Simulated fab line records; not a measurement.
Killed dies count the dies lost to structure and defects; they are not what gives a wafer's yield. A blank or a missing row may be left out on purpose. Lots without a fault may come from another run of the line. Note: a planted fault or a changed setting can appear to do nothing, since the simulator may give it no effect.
fab line records | flow nand_harc
[record] lots = 5 wafers = 13 last_day = 32
route steps=1302 shown A_ZERO_WELL@401 A_SOURCE_PLATE@413 A_ONON_D1@424 END@1302
lots that met no fault: from a run of the same line without faults
start_h: the number of hours between the record's first day and the start of the first shown wafer of the lot | wait_h: time in hours since the lot's previous step | " as in the row above | L1.1+2: a row that stands for several wafers | - no value, or no start given | * or withheld: withheld | < > ~ a bound
route shown NAME@n: names a module that has steps shown in the file, with the first one's number in the route | usual: average and standard deviation across the fault-free wafers | same: alike in all rows | chamber/n: place in a boat | sites: readings site by site | _std_site: standard deviation of those values | _edge_site: outer sites' mean less inner sites' | radius_mm: how far each site lies from the wafer's centre | mask NAME#n: copy n | behind: tool/chamber where the wafer was last shaped | hold: why the lot was held/for how many hours/how that ended | device: which transistor (n, p or np) failed to switch | end of line: the tests these same wafers got at the end of their route | where a step has no rows: the recipe by itself | killed: not the wafer's yield, but the dies lost to structure and defects at the first sort | map: a wafer's dies, x killed, . not, _ none there
set.NAME: the run value of the setting; set.NAME@STEP: its run value at that earlier step | model.NAME: the simulator's own value behind a step, which no gauge read
lots at some steps of the route; a table a step, a row a wafer
services: when a tool's chamber went out of use (start_h, in hours from the record's first day, below 0 if earlier), for how many hours, and the reason
[[steps]]
[step NHARC_A_ZERO_WELL_CD_MEAS_10]
[recipe] target_cd_nm = 2000 landing_energy_ev = 500
[usual] cd_nm = 2000.1/1.6
// columns lot.wafer tool chamber start_h wait_h cd_nm
L462.4 cd_sem-01 0 153.74 - 1999.8
L462.5 " 0 " " 2001.1
L462.6 " 0 " " 1999.6
L467.6 cd_sem-01 0 191.75 - 2001.3
L477.3 cd_sem-02 0 289.25 - 2001.9
L477.4 " 0 " " 2001.9
L477.5 " 0 " " 2002.3
L476.1 cd_sem-02 0 290.56 - 2000.5
L476.3 " 0 " " 1998.9
L476.6 " 0 " " 1996.4
L481.2 cd_sem-01 0 330.16 - 2001.4
L481.5 " 0 " " 1999.5
L481.6 " 0 " " 2001.2
[step NHARC_A_ZERO_WELL_HARDBAKE_11]
[recipe] temp_c = 118 time_s = 65
[step NHARC_A_ZERO_WELL_DESCUM_12]
[recipe] time_s = 3 o2_flow_sccm = 200 ar_flow_sccm = 0 bias_power_w = 0 chemistry = O2
[usual] drypump_motor_current_A = 5.6/0.42 oes_product_au = 1.002/0.0064 rf_vpp_V = 57.9/0.97 showerhead_plenum_p_Torr = 1.91/0.091 throttle_valve_pct = 11.311/0.0099
[same] time_s = 3
// columns lot.wafer tool chamber start_h wait_h drypump_motor_current_A oes_product_au rf_hours_counter_h rf_vpp_V showerhead_plenum_p_Torr throttle_valve_pct
L462.4 rie_diel-07 2 153.90 - 6.3 1.002 1 59.1 1.96 11.310
L462.6 " 1 " " 5.7 0.994 - 58.0 1.86 11.304
L462.5 " 2 " " 6.3 1.001 - 57.5 1.96 11.306
L467.6 rie_diel-07 0 191.92 - 5.4 0.996 - 57.0 1.98 11.309
L477.3 rie_diel-07 3 289.44 - 5.2 1.003 6 57.7 2.00 11.327
L477.4 " 0 " " 5.4 1.004 6 58.6 1.97 11.307
L477.5 " 0 " " 5.4 0.994 - 57.7 1.97 11.315
L476.3 rie_diel-07 0 290.72 - 5.4 1.001 6 58.3 1.97 11.324
L476.1 " 3 " " 5.2 0.998 6 57.6 2.00 11.299
L476.6 " 1 " " 5.7 1.002 - 57.8 1.86 11.300
L481.2 rie_diel-07 0 330.33 - 5.3 1.004 1 59.5 1.97 11.312
L481.6 " 3 " " 5.2 0.996 - 58.6 1.99 11.326
L481.5 " 0 " " 5.4 0.998 - 57.2 1.97 11.312
[step NHARC_A_ZERO_WELL_ETCH_19]
[recipe] target_depth_a = 800 overetch_a = 240 time_s = 87.88 ion_energy_ev = 200 n2_flow_sccm = 150 h2_flow_sccm = 150 ar_flow_sccm = 0 rf_w = 400 bias_w = 150 chemistry = N2/H2
[usual] drypump_motor_current_A = 5.6/0.41 oes_product_au = 1.001/0.0065 rf_fwd_power_W = 396.8/1.3 rf_vpp_V = 430.7/2.8 showerhead_plenum_p_Torr = 2.04/0.1 throttle_valve_pct = 14.172/0.0091
[same] time_s = 87.88
// columns lot.wafer tool chamber start_h wait_h drypump_motor_current_A oes_product_au rf_fwd_power_W rf_hours_counter_h rf_vpp_V showerhead_plenum_p_Torr throttle_valve_pct
L462.4 rie_diel-07 0 153.97 0.1 5.4 0.995 398.2 1 432.6 2.11 14.190
L462.5 " 0 " " 5.4 1.006 396.6 - 432.8 2.11 14.176
L462.6 " 1 " " 5.7 0.988 396.6 - 428.3 1.98 14.177
L467.6 rie_diel-07 0 192.01 0.1 5.4 1.000 396.5 - 432.3 2.11 14.188
L477.4 rie_diel-07 2 289.53 0.1 6.3 0.994 398.6 6 432.1 2.09 14.177
L477.3 " 0 " " 5.4 1.001 399.4 6 431.9 2.11 14.161
L477.5 " 2 " " 6.3 1.003 397.5 - 432.8 2.09 14.162
L476.1 rie_diel-07 3 290.80 0.1 5.2 1.005 395.6 6 432.6 2.13 14.174
L476.3 " 0 " " 5.4 1.007 397.6 6 431.0 2.11 14.172
L476.6 " 0 " " 5.4 1.007 396.7 - 433.0 2.11 14.184
L481.2 rie_diel-07 2 330.42 0.1 6.3 1.002 396.1 1 431.8 2.09 14.162
L481.5 " 2 " " 6.3 1.006 396.0 - 431.7 2.09 14.167
L481.6 " 3 " " 5.2 1.003 396.2 - 432.7 2.13 14.178
[step NHARC_A_ZERO_WELL_ETCH_13]
[recipe] target_depth_a = 1200 time_s = 40.1 hbr_flow_sccm = 150 cl2_flow_sccm = 50 rf_w = 400 icp_w = 400 bias_w = 100 chemistry = HBr/Cl2
[usual] drypump_motor_current_A = 5.7/0.35 oes_product_au = 1.002/0.0079 rf_fwd_power_W = 395.5/1.7 throttle_valve_pct = 26.404/0.0092
[same] time_s = 40.1
// columns lot.wafer tool chamber start_h wait_h drypump_motor_current_A oes_product_au rf_fwd_power_W rf_hours_counter_h throttle_valve_pct
L462.4 rie_si-05 2 154.12 - 5.5 1.007 394.6 0.0 26.412
L462.5 " 0 " " 5.4 1.007 395.8 - 26.402
L462.6 " 1 " " 5.4 1.001 395.0 - 26.408
L467.6 rie_si-05 3 192.14 - 5.4 0.996 395.1 - 26.386
L477.3 rie_si-03 1 289.66 - 6.2 0.984 395.1 0.5 26.407
L477.4 " 1 " " 6.2 0.994 394.0 - 26.400
L477.5 " 2 " " 6.1 0.996 395.8 - 26.417
L476.3 rie_si-05 3 290.92 - 5.4 1.001 396.1 0.8 26.396
L476.1 " 1 " " 5.4 1.003 394.7 0.9 26.396
L476.6 " 0 " " 5.4 1.007 393.2 - 26.393
L481.2 rie_si-03 3 330.56 - 6.1 0.990 391.9 0.1 26.426
L481.5 " 2 " " 6.1 1.003 396.2 - 26.411
L481.6 " 3 " " 6.0 1.006 392.9 - 26.397
[step NHARC_A_ZERO_WELL_STRIP_14]
[recipe] time_s = 900 temp_c = 130 chemistry = SPM
[step NHARC_A_ZERO_WELL_IMPLANT_15]
[recipe] energy_kev = 150 dose_cm2 = 1e+13 tilt_deg = 7
[step NHARC_A_ZERO_WELL_PRECLEAN_22]
[recipe] time_s = 60 temp_c = 50 bath_age_min = 0 chemistry = SC1
[step NHARC_A_ZERO_WELL_SRD_23]
[step NHARC_A_ZERO_WELL_RTA_16]
[recipe] temp_c = 1000 time_s = 10
[usual] lamp_power_pct = 31.1/1.6 lamp_zone_2_pct = 31.1/1.6 lamp_zone_3_pct = 31.1/1.6 wafer_temp_C_max = 1003.9/0.8
[same] time_s = 10
// columns lot.wafer tool chamber start_h wait_h lamp_power_pct lamp_zone_2_pct lamp_zone_3_pct wafer_temp_C_max
L462.4 rtp_anneal-01 0 156.08 - 29.2 29.1 29.2 1002.7
L462.5 " 0 " " 29.2 29.1 29.1 1003.2
L462.6 " 0 " " 29.1 29.2 29.1 1003.0
L467.6 rtp_anneal-02 0 193.16 - 32.5 32.5 32.5 1003.5
L477.3 rtp_anneal-02 0 290.63 - 32.5 32.5 32.5 1004.1
L477.4 " 0 " " 32.5 32.5 32.5 1004.6
L477.5 " 0 " " 32.5 32.6 32.5 1004.3
L476.1 rtp_anneal-01 0 291.83 - 29.2 29.2 29.2 1003.1
L476.3 " 0 " " 29.2 29.2 29.1 1002.1
L476.6 " 0 " " 29.2 29.2 29.2 1002.9
L481.2 rtp_anneal-02 0 331.52 - 32.5 32.5 32.5 1005.3
L481.5 " 0 " " 32.5 32.5 32.5 1005.2
L481.6 " 0 " " 32.5 32.5 32.5 1004.7
[step NHARC_A_ZERO_WELL_INSPECT_17]
[usual] raw_defect_count = 11/5.3
// columns lot.wafer tool chamber start_h wait_h raw_defect_count
L462.4 defect_inspect-01 - 156.19 0.1 11
L462.5 " - " " 9
L462.6 " - " " 10
L467.6 defect_inspect-01 - 193.22 0.0 9
L477.3 defect_inspect-01 - 290.77 0.1 6
L477.4 " - " " 9
L477.5 " - " " 19
L476.1 defect_inspect-02 - 292.02 0.2 14
L476.3 " - " " 13
L476.6 " - " " 14
L481.2 defect_inspect-01 - 331.69 0.1 10
L481.5 " - " " 13
L481.6 " - " " 24
[step NHARC_A_SOURCE_PLATE_PRECLEAN_00]
[recipe] time_s = 60 chemistry = HF-LAST
[same] time_s = 60
// columns lot.wafer tool chamber start_h wait_h
L462.4+6+5 wet_bench-01 3,4,6 156.25 0.1
L467.6 wet_bench-01 5 193.29 0.1
L477.5+3+4 wet_bench-04 3,6,0 290.82 0.0
L476.1+6+3 wet_bench-04 1,2,6 292.07 0.1
L481.5+6+2 wet_bench-01 6,7,1 331.74 0.0
[step NHARC_A_SOURCE_PLATE_SRD_01]
[step NHARC_A_SOURCE_PLATE_OXIDE_02]
[recipe] target_thk_a = 100 temp_c = 900 ox_time_s = 1362 material = SiO2
[step NHARC_A_SOURCE_PLATE_THK_MEAS_09]
[recipe] thk_meas_gauge = ellipsometry
[usual] thk_nm = 9.9/1
// columns lot.wafer tool chamber start_h wait_h thk_nm
L462.4 film_metro-01 - 163.42 0.4 10.2
L462.5 " - " " 8.3
L462.6 " - " " 11.3
L467.6 film_metro-01 - 200.46 0.4 11.4
L476.1 film_metro-01 - 300.57 0.4 9.5
L476.3 " - " " 9.8
L476.6 " - " " 14.7
L477.3 film_metro-02 - 300.57 0.4 10.8
L477.4 " - " " 9.7
L477.5 " - " " 8.4
L481.2 film_metro-02 - 339.63 0.4 10.8
L481.5 " - " " 9.7
L481.6 " - " " 9.6
[step NHARC_A_SOURCE_PLATE_PVD_04]
[recipe] target_thk_a = 500 material = WSi2
[step NHARC_A_SOURCE_PLATE_CVD_03]
[recipe] target_thk_a = 2000 temp_c = 620 pressure_mtorr = 200 time_s = 4000 material = poly-Si
[step NHARC_A_SOURCE_PLATE_ANNEAL_05]
[recipe] temp_c = 850 time_s = 1800
[step NHARC_A_SOURCE_PLATE_THK_MEAS_06]
[recipe] thk_meas_gauge = ellipsometry
[usual] thk_nm = 200.1/2.3
// columns lot.wafer tool chamber start_h wait_h thk_nm
L462.4 film_metro-01 - 176.35 0.4 197.7
L462.5 " - " " 197.2
L462.6 " - " " 197.3
L467.6 film_metro-01 - 214.94 0.4 202.4
L476.1 film_metro-01 - 312.97 0.4 204.3
L476.3 " - " " 200.7
L476.6 " - " " 199.3
L477.3 film_metro-02 - 312.97 0.4 199.7
L477.4 " - " " 198.2
L477.5 " - " " 201.0
L481.2 film_metro-01 - 352.83 0.4 199.1
L481.5 " - " " 196.4
L481.6 " - " " 197.1
[step NHARC_A_ONON_D1_DEP_00]
[recipe] target_thk_a = 10000 n2_flow_sccm = 2750 n2o_flow_sccm = 2000 nh3_flow_sccm = 500 sih4_flow_sccm = 210 temp_c = 400
[step NHARC_A_ONON_D1_THK_MEAS_02]
[recipe] thk_meas_gauge = ellipsometry
[usual] thk_nm = 1000/10
// columns lot.wafer tool chamber start_h wait_h thk_nm
L462.4 film_metro-01 - 176.99 - 1001
L462.5 " - " " 1000
L462.6 " - " " 1001
L467.6 film_metro-02 - 215.57 - 978
L477.3 film_metro-01 - 313.61 - 999
L477.4 " - " " 1003
L477.5 " - " " 1001
L476.1 film_metro-02 - 313.61 - 1006
L476.3 " - " " 1007
L476.6 " - " " 1007
L481.2 film_metro-01 - 353.51 - 997
L481.5 " - " " 999
L481.6 " - " " 999
[step NHARC_A_ONON_D1_DEP_03]
[recipe] target_thk_a = 10000 n2_flow_sccm = 2750 n2o_flow_sccm = 2000 nh3_flow_sccm = 500 sih4_flow_sccm = 210 temp_c = 400
[step NHARC_A_ONON_D1_THK_MEAS_05]
[recipe] thk_meas_gauge = ellipsometry
[usual] thk_nm = 997/12
// columns lot.wafer tool chamber start_h wait_h thk_nm
L462.4 film_metro-02 - 177.55 - 1008
L462.5 " - " " 1009
L462.6 " - " " 1007
L467.6 film_metro-02 - 216.13 - 992
L476.1 film_metro-01 - 314.17 - 994
L476.3 " - " " 994
L476.6 " - " " 995
L477.3 film_metro-02 - 314.18 - 997
L477.4 " - " " 996
L477.5 " - " " 997
L481.2 film_metro-01 - 354.07 - 982
L481.5 " - " " 982
L481.6 " - " " 981
[step NHARC_A_ONON_D1_DEP_06]
[recipe] target_thk_a = 10000 n2_flow_sccm = 2750 n2o_flow_sccm = 2000 nh3_flow_sccm = 500 sih4_flow_sccm = 210 temp_c = 400
[step NHARC_A_ONON_D1_THK_MEAS_08]
[recipe] thk_meas_gauge = ellipsometry
[usual] thk_nm = 1001/8.4
// columns lot.wafer tool chamber start_h wait_h thk_nm
L462.4 film_metro-02 - 178.12 - 989
L462.5 " - " " 990
L462.6 " - " " 990
L467.6 film_metro-02 - 216.70 - 977
L477.3 film_metro-01 - 314.74 - 1007
L477.4 " - " " 1007
L477.5 " - " " 1006
L476.1 film_metro-02 - 314.75 - 989
L476.3 " - " " 990
L476.6 " - " " 991
L481.2 film_metro-01 - 354.64 - 1009
L481.5 " - " " 1008
L481.6 " - " " 1009
[step NHARC_A_ONON_D1_DEP_09]
[recipe] target_thk_a = 10000 n2_flow_sccm = 2750 n2o_flow_sccm = 2000 nh3_flow_sccm = 500 sih4_flow_sccm = 210 temp_c = 400
[step NHARC_A_ONON_D1_THK_MEAS_11]
[recipe] thk_meas_gauge = ellipsometry
[usual] thk_nm = 1002/8.4
// columns lot.wafer tool chamber start_h wait_h thk_nm
L462.4 film_metro-01 - 178.68 - 1002
L462.5 " - " " 1003
L462.6 " - " " 1006
L467.6 film_metro-02 - 217.27 - 1002
L477.3 film_metro-02 - 315.30 - 992
L477.4 " - " " 991
L477.5 " - " " 992
L476.1 film_metro-02 - 315.31 - 1002
L476.3 " - " " 1003
L476.6 " - " " 1002
L481.2 film_metro-02 - 355.21 - 1012
L481.5 " - " " 1012
L481.6 " - " " 1013
[step NHARC_A_ONON_D1_DEP_12]
[recipe] target_thk_a = 10000 n2_flow_sccm = 2750 n2o_flow_sccm = 2000 nh3_flow_sccm = 500 sih4_flow_sccm = 210 temp_c = 400
[step NHARC_A_ONON_D1_THK_MEAS_14]
[recipe] thk_meas_gauge = ellipsometry
[usual] thk_nm = 998/7
// columns lot.wafer tool chamber start_h wait_h thk_nm
L462.4 film_metro-01 - 179.26 - 983
L462.5 " - " " 983
L462.6 " - " " 983
L467.6 film_metro-01 - 217.87 - 1008
L477.3 film_metro-02 - 315.87 - 996
L477.4 " - " " 995
L477.5 " - " " 995
L476.1 film_metro-01 - 315.87 - 1009
L476.3 " - " " 1010
L476.6 " - " " 1009
L481.2 film_metro-02 - 355.78 - 997
L481.5 " - " " 998
L481.6 " - " " 999
[step NHARC_A_ONON_D1_ANNEAL_15]
[recipe] temp_c = 750 time_s = 3600
[step NHARC_A_ONON_D1_DEP_16]
[recipe] target_thk_a = 10000 n2_flow_sccm = 2750 n2o_flow_sccm = 2000 nh3_flow_sccm = 500 sih4_flow_sccm = 210 temp_c = 400
[step NHARC_A_ONON_D1_THK_MEAS_18]
[recipe] thk_meas_gauge = ellipsometry
[usual] thk_nm = 996/8.4
// columns lot.wafer tool chamber start_h wait_h thk_nm
L462.4 film_metro-02 - 187.00 - 993
L462.5 " - " " 993
L462.6 " - " " 994
L467.6 film_metro-02 - 226.28 - 993
L477.3 film_metro-02 - 323.48 - 999
L477.4 " - " " 999
L477.5 " - " " 1000
L476.1 film_metro-01 - 323.48 - 992
L476.3 " - " " 994
L476.6 " - " " 993
L481.2 film_metro-01 - 360.81 - 980
L481.5 " - " " 981
L481.6 " - " " 979
[step NHARC_A_ONON_D1_DEP_19]
[recipe] target_thk_a = 10000 n2_flow_sccm = 2750 n2o_flow_sccm = 2000 nh3_flow_sccm = 500 sih4_flow_sccm = 210 temp_c = 400
[step NHARC_A_ONON_D1_THK_MEAS_21]
[recipe] thk_meas_gauge = ellipsometry
[usual] thk_nm = 1002/9
// columns lot.wafer tool chamber start_h wait_h thk_nm
L462.4 film_metro-02 - 187.57 - 1024
L462.5 " - " " 1023
L462.6 " - " " 1025
L467.6 film_metro-01 - 226.84 - 1002
L476.1 film_metro-02 - 324.05 - 998
L476.3 " - " " 1000
L476.6 " - " " 999
L477.3 film_metro-01 - 324.05 - 990
L477.4 " - " " 992
L477.5 " - " " 990
L481.2 film_metro-02 - 361.39 - 1007
L481.5 " - " " 1007
L481.6 " - " " 1008
[step NHARC_A_ONON_D1_DEP_22]
[recipe] target_thk_a = 10000 n2_flow_sccm = 2750 n2o_flow_sccm = 2000 nh3_flow_sccm = 500 sih4_flow_sccm = 210 temp_c = 400
[step NHARC_A_ONON_D1_THK_MEAS_24]
[recipe] thk_meas_gauge = ellipsometry
[usual] thk_nm = 999/9.8
// columns lot.wafer tool chamber start_h wait_h thk_nm
L462.4 film_metro-01 - 188.13 - 995
L462.5 " - " " 995
L462.6 " - " " 993
L467.6 film_metro-01 - 227.40 - 1001
L476.1 film_metro-01 - 324.61 - 982
L476.3 " - " " 983
L476.6 " - " " 983
L477.3 film_metro-02 - 324.62 - 998
L477.4 " - " " 998
L477.5 " - " " 998
L481.2 film_metro-01 - 361.96 - 1010
L481.5 " - " " 1010
L481.6 " - " " 1010
[step NHARC_A_ONON_D1_DEP_25]
[recipe] target_thk_a = 10000 n2_flow_sccm = 2750 n2o_flow_sccm = 2000 nh3_flow_sccm = 500 sih4_flow_sccm = 210 temp_c = 400
[step NHARC_END_SORT_01]
[recipe] temp_c = 25
[usual] killed_at_array = 61/23 killed_at_other = 1.3/1.4 killed_at_periphery = 4.0/2.6 killed_dies = 66/22 killed_open = 3.4/1.8 killed_short = 2.3/1.4
[same] gross_dies = 677
// columns lot.wafer tool chamber start_h wait_h killed_at_array killed_at_other killed_at_periphery killed_dies killed_open killed_short
L467.6 prober-01 0 620.17 4.0 146 2 6 154 4 3
// killed by level:class
L467.6 A_SOURCE_PLATE:unspecified=88 A_CHANNEL_HOLE_D2:chamber_film_flake=23 A_CHANNEL_HOLE_D1:chamber_film_flake=22 A_CONTACT:chamber_film_flake=5 P_CONTACT:geometric_particle:open=2 A_WL_FILL:chamber_film_flake=2 THIN_TSV:chamber_film_flake=2 P_M0:geometric_particle:open=1
// map L467.6 (x killed, . not)
____________.____________
_________...x..._________
_______........x.._______
______.............______
_____..............._____
____..x..............____
____.................____
___...................___
___...................___
__...........x........x__
__.....................__
_.................x....._
_......................._
_..............x.x.x.xx._
_...x............xxxxxxx_
_..............x.xxxxxxx_
...x....x.......xxxxxxxx.
....x.....x.....xxxxxxxx.
....x..xx.....xxxxxxxxxx.
..x.x..........xxxxxxxxx.
..xxxx..........xxxxxxxxx
_xx.xxx.........xxxxxxxx_
_xxxx.x..........xxxxxx._
_xxxxxxx.........xxxxxxx_
_xxxxxx...........x.xxx._
_.xxxxx..........x......_
__xxx.x................__
__.x.x.......xx........__
___..x................___
___...................___
____.....x...........____
____................x____
_____x.x............_____
______...x.........______
_______..x...x...._______
_________......._________
____________.____________
// map L481.2 (x killed, . not)
____________.____________
_________......._________
_______..........._______
______.............______
_____..............._____
____.................____
____.................____
___.........x...x.....___
___...................___
__.............x.......__
__.....................__
_......................._
_x......................_
_......................._
_....................x.._
_......................._
............x............
.........................
...x.....................
.......x.................
..x......................
_....x.................._
_.............x........._
_......x................_
_......................._
_.x.xxx...x.x..........._
__x...x.....x..........__
__x.........x...x......__
___.x.........xxx....x___
___............x......___
____.......x.xxxx....____
____........xxxx.x...____
_____....xx..xxxx..._____
______.....xx.xxx..______
_______.....x.x..._______
_________...xxxx_________
____________.____________
[[services]]
// columns tool chamber start_h hours kind
rie_si-03 3 148.88 151.0 repair
rie_diel-07 0 150.70 - clean
rie_diel-07 1 150.70 - clean
rie_diel-07 2 150.70 - clean
rie_diel-07 3 150.70 - clean
rie_si-03 2 170.59 3.5 repair
rie_diel-07 0 175.20 - clean
rie_diel-07 1 175.20 - clean
rie_diel-07 2 175.20 - clean
rie_diel-07 3 175.20 - clean
rie_si-03 - 181.83 0.4 repair
rie_diel-07 0 199.70 - clean
rie_diel-07 1 199.70 - clean
rie_diel-07 2 199.70 - clean
rie_diel-07 3 199.70 - clean
rie_si-03 - 221.00 9.0 pm
wet_bench-04 - 227.20 8.0 pm
wet_bench-01 - 228.79 85.0 repair
rie_diel-07 0 261.83 5.6 repair
rie_diel-07 - 294.20 9.0 pm
rie_si-03 3 302.85 6.2 repair
rie_si-05 - 305.00 9.0 pm
rie_diel-07 1 314.67 23.4 repair
rie_si-03 0 315.69 5.2 repair
[[key]]
[first_sign] step = NHARC_END_SORT_01 reading = killed_dies direction = up sigmas = 3.9 usual = 66 struck = 154
[effect] step = NHARC_END_SORT_01 reading = killed_at_array direction = up sigmas = 3.8 usual = 61 struck = 146
[more_kills_born_at] NHARC_A_SOURCE_PLATE_PRECLEAN_00@wet_bench-01 = 88
met_at NHARC_A_SOURCE_PLATE_PRECLEAN_00
struck_wafers L467.6
tester_left_out L467
[earlier_fault] kind = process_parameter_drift tool = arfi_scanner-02 chamber = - onset_h = 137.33 steps = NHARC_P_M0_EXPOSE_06 channel = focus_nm offset = 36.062 spread_by_wafer = 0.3 shape = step
[fault] kind = chamber_particle_source tool = wet_bench-01 chamber = 5 onset_h = 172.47 steps = NHARC_A_SOURCE_PLATE_PRECLEAN_00 rate_per_visit_cm2 = 0.8455
// tester_left_out: of these lots the tester's yield and bins aren't shown, on N5 and GAA mostly nor the transistor test; their killed dies are dies lost to structure and defects alone, not to doping, threshold or leakage, so they don't give the yield
